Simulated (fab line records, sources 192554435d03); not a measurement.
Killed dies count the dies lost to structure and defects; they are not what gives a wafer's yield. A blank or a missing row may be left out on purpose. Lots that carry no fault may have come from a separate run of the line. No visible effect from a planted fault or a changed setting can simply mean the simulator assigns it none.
Chamber matching    flow n5 finfet    uv cure-01 running N5_BEOL_M5_CURE_80: 3 sister chambers
The step cures SiCOH lowk, time 120 s. 22 wafers are shown with their chamber, then 11 later ones without.

WAFERS, EACH WITH ITS CHAMBER
wafer   chamber  wafer_temp_C_max  lamp power pct (%)
L074.1  2        371.6             52.32
L074.4  2        372.2             52.39
L074.5  2        371.8             52.26
L075.3  0        371.0             52.31
L075.4  0        371.4             52.27
L075.6  0        370.7             52.36
L079.1  2        371.3             52.28
L079.2  2        371.0             52.25
L079.5  2        371.5             52.23
L077.2  2        372.0             52.27
L077.3  2        372.1             52.34
L077.5  2        371.9             52.39
L081.2  0        371.4             52.27
L081.5  0        371.7             52.32
L081.6  0        371.3             52.33
L082.1  1        371.7             52.43
L082.2  1        371.9             52.39
L082.3  1        373.0             52.25
L085.4  1        372.4             52.37
L085.5  1        372.5             52.27
L085.6  1        372.3             52.28
L087.2  2        371.0             52.23

SIGNATURES, as means of the wafers listed above
reading           chamber 0  chamber 1  chamber 2  scatter within a chamber
wafer_temp_C_max  371.250    372.300    371.640    0.422
lamp power pct    52.3100    52.3317    52.2960    0.0594
Rule: a wafer lies at a distance from a chamber equal to the root of the sum of squares, over the readings, of (its reading less the chamber's mean, divided by the reading's scatter). The wafer belongs to the nearest chamber; if the next one is less than 2 further off, it can't be placed. The scatter: the root of (the sum of the squares of (reading less its chamber's mean) over the shown wafers, divided by (wafers less chambers)).

WAFERS MISSING THEIR CHAMBER
wafer   wafer_temp_C_max  lamp power pct (%)
L087.3  371.6             52.28
L087.6  371.6             52.26
L090.3  372.5             52.28
L090.4  371.9             52.32
L090.6  372.3             52.37
L094.2  371.8             52.32
L094.3  371.6             52.33
L094.6  371.7             52.36
L096.1  371.7             52.26
L096.2  372.2             52.38
L096.5  371.7             52.28

WHICH CHAMBER EACH WENT THROUGH
wafer   from the rows above           in truth
L087.3  can't be placed: 2 or 0 or 1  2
L087.6  can't be placed: 2 or 0 or 1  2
L090.3  can't be placed: 1 or 2       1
L090.4  can't be placed: 2 or 1 or 0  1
L090.6  can't be placed: 1 or 2       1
L094.2  can't be placed: 2 or 1 or 0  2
L094.3  can't be placed: 2 or 0 or 1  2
L094.6  can't be placed: 2 or 0 or 1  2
L096.1  can't be placed: 2 or 0 or 1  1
L096.2  can't be placed: 1 or 2 or 0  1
L096.5  can't be placed: 2 or 0 or 1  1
0 of 11 placed correctly. Cannot be placed on the basis of these rows: 11; the candidates contain the true chamber in 11. Placed wrongly: 0.
